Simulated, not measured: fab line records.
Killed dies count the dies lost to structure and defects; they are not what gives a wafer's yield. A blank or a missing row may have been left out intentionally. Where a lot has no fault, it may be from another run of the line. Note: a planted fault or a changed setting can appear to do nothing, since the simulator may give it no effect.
A lot that was struck, set against a sound lot | flow n5-finfet | 16 steps out of a route of 1938
Sound: the wafers L651.2, L651.4, L651.5. Struck: wafers L668.4, L668.5, L668.6. The cause is given at the end.
Per side, at each step with rows, come the tool, then ch with its chambers, and then its first start. Under that, the readings that differ: sound wafers | struck wafers | difference of the means | sigmas: that difference in standard deviations of wafers without a fault.
alike: a reading whose means differ by less than 2 such deviations, as well as words and numbers matching on both sides. not compared: withheld readings; readings where some wafer has no value; bounds like >300 that might hide an equal value; numbers whose values overlap and for which the record gives no deviation.
Wherever a step has rows on one side only, a row that says differs or no value, or a row with sigmas, the two part there. Non-overlapping numbers with no deviation appear without sigmas and do not part them. A reading missing from all wafers of one side parts the sides only when that side holds two or more wafers.

first, 1 step without rows for these wafers: N5_BEOL_M0_SAQP_DEVELOP_39 (develop time 30 s).
N5_BEOL_M0_SAQP_CD_MEAS_40 targets a cd of 30 nm.
  sound on cd-sem-01 ch 0, day 5 23:14; struck on cd-sem-01 ch 0, day 10 04:20
  alike: cd-nm
N5_BEOL_M0_SAQP_OVL_MEAS_41:
  sound on overlay-02 ch 0, day 5 23:16; struck on overlay-01 ch 0, day 10 04:23
  alike: M0_CUT1_OVL
N5_BEOL_M0_SAQP_INSPECT_42: inspects for defects (brightfield).
  sound: defect-inspect-01 at day 5 23:19; struck: defect-inspect-02 at day 10 04:26
  alike: raw-defect-count
N5_BEOL_M0_SAQP_DESCUM_45: chemistry O2, time 7 s.
  sound on rie-diel-01 ch 0,2, day 5 23:21; struck on rie-diel-06 ch 0,2,3, day 10 04:55
  alike: chamber-pressure-mTorr, drypump-motor-current-A, oes-product-au, rf-vpp-V, showerhead-plenum-p-Torr, throttle-valve-pct
  not compared: rf-hours-counter-h
N5_BEOL_M0_SAQP_ETCH_88: etches underlayer in N2/H2, target depth 6.5 nm, time 5.2 s.
  sound on rie-diel-01 ch 0,2, day 5 23:23; struck on rie-diel-06 ch 0,2,3, day 10 04:56
  alike: chamber-pressure-mTorr, drypump-motor-current-A, etch-rf-on-time-s, oes-product-au, rf-vpp-V, showerhead-plenum-p-Torr, throttle-valve-pct
  not compared: rf-hours-counter-h
then, 1 step without rows for these wafers: N5_BEOL_M0_SAQP_ETCH_73 (etches SiARC in CF4, target depth 19.5 nm, time 32.5 s).
N5_BEOL_M0_SAQP_CUT_ETCH_46: etches SOC in N2/H2, target depth 135 nm, overetch 27 nm, time 202.5 s.
  sound on rie-diel-01 ch 0,2, day 5 23:26; struck on rie-diel-06 ch 0,2,3, day 10 05:03
  alike: chamber-pressure-mTorr, drypump-motor-current-A, rf-vpp-V, showerhead-plenum-p-Torr, throttle-valve-pct
  not compared: rf-hours-counter-h
then, 2 steps without rows for these wafers: N5_BEOL_M0_SAQP_STRIP_74 (strips in N2/H2); N5_BEOL_M0_SAQP_STRIP_89 (strips in N2/H2).
N5_BEOL_M0_SAQP_ALD_48: deposits SiO2, target thk 20 nm, pulse time 1 s, co reactant pulse time 1 s.
  sound on ald-sin-01 ch 0,2, day 5 23:38; struck on ald-sin-03 ch 0,3, day 10 05:22
  alike: chamber-pressure-Torr, heater-power-w, precursor-pulse-height-rel
N5_BEOL_M0_SAQP_ETCH_49: etches SiO2 in CF4/O2, target depth 37 nm.
  sound on rie-diel-06 ch 1,2, day 6 00:10; struck on rie-diel-06 ch 0,2,3, day 10 06:01
  reading                         | sound             | struck            | difference | sigmas
  rf-vpp-V (V)                    | 247.6 247.6 239.1 | 237.5 239.5 238.9 | -6.1       | -2
  showerhead-plenum-p-Torr (Torr) | 2.33 2.33 2.18    | 2.16 2.17 2.14    | -0.12      | -2
  alike: chamber-pressure-mTorr, drypump-motor-current-A, oes-product-au, throttle-valve-pct
  not compared: rf-hours-counter-h
N5_BEOL_M0_SAQP_STRIP_75: strips in CF4.
  sound on rie-diel-06 ch 1,2, day 6 00:16; struck on rie-diel-06 ch 0,2,3, day 10 06:05
  no value came back on the struck wafers for any of 8 readings (bias-power-w (W), cf4-flow-sccm (sccm) and others); on the sound wafers bias-power-w (W) reads 75.24 75.61 75.06
  not compared: rf-hours-counter-h
then, 1 step without rows for these wafers: N5_BEOL_M0_CUTY_COAT_50 (time 60 s, resist thk 15 nm).
-- a jump in the record: the struck wafers' starts before and after are 3 days apart (it breaks off in module BEOL_M0_CUTY and resumes in module BEOL_M4, where the first step shown is number 1111 of the route) --
N5_BEOL_M4_RC_MEAS_101:
  sound on prober-02 ch 0, day 8 04:17; struck on prober-01 ch 0, day 12 19:33
  reading        | sound             | struck            | difference | sigmas
  DIBL_P (mV/V)  | 32.9 33.7 34.4    | 39.5 40.3 38.7    | +5.8       | +4
  IOFF_N (nA/um) | 0.145 0.148 0.157 | 0.190 0.209 0.185 | +0.045     | +2
  SS_N (mV/dec)  | 71.4 70.7 71.1    | 72.4 72.6 72.1    | +1.3       | +2
  alike: DIBL_N, IOFF_P, ION_N, ION_P, SS_P, VT_N, VT_P
-- here the record skips 4 days between the struck wafers' starts before and after, leaving off in module BEOL_M4 and picking up in module PASSIVATION (first step shown: number 1936 of the route) --
N5_PASSIVATION_PROBE_49:
  the record has rows for the struck wafers here (prober-02, day 17 02:58) and none for the sound ones

== WHERE THEY PART ==
At N5_BEOL_M0_SAQP_ETCH_49 first; at N5_PASSIVATION_PROBE_49 last (within this record only).

WHY: what the simulator had put in
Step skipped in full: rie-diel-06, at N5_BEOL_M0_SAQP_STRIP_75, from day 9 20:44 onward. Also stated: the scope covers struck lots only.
